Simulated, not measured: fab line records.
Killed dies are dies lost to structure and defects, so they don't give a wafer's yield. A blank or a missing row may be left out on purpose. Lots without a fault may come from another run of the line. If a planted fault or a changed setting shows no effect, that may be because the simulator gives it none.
Which tool was responsible? | flow nand harc | 7 lots, 21 wafers sampled, at 1 step of a route of 1302

== WHAT THE GAUGES SHOWED, per wafer ==
NHARC_A_M0_CD_MEAS_09 targets a cd of 80 nm.
lot  | measured     | on        | cd nm (nm)
L534 | day 23 12:52 | cd sem-02 | 79.3 80.1 80.1
L536 | day 24 05:05 | cd sem-01 | 79.5 79.5 79.0
L544 | day 27 17:20 | cd sem-01 | 78.5 79.3 79.4
L545 | day 28 10:39 | cd sem-03 | 78.3 78.4 79.5
L551 | day 30 12:58 | cd sem-02 | 79.4 78.6 79.6
L553 | day 31 01:31 | cd sem-03 | 79.7 80.4 79.3
L555 | day 32 15:10 | cd sem-02 | 79.3 79.3 79.6

== WHAT TOOL EACH LOT RAN ON (gives the tool, then ch and the chambers of the sampled wafers, and finally the start) ==
No process step before these readings appears in the record.

== THE ANSWER, worked out from the rows above alone ==
Rule: the lots themselves supply what counts as usual. The widest of any qualifying gaps counts: lots, ordered by their means at a reading, are off when they make up no more than a third of the lots, leave a main group of 4 or more, and stand apart from it by 3 or more times the standard deviation of that group's means. A main group is skipped when, at the precision printed for the reading in the tables above, its means are all equal. A lot without any number at a reading at which 4 lots or more have one is off too. Where the step has rows for the other lots, those lots are counted as sound.
Nothing can be told from this: no lot is off at any reading shown.

== WHAT WAS PUT IN BY THE SIMULATOR ==
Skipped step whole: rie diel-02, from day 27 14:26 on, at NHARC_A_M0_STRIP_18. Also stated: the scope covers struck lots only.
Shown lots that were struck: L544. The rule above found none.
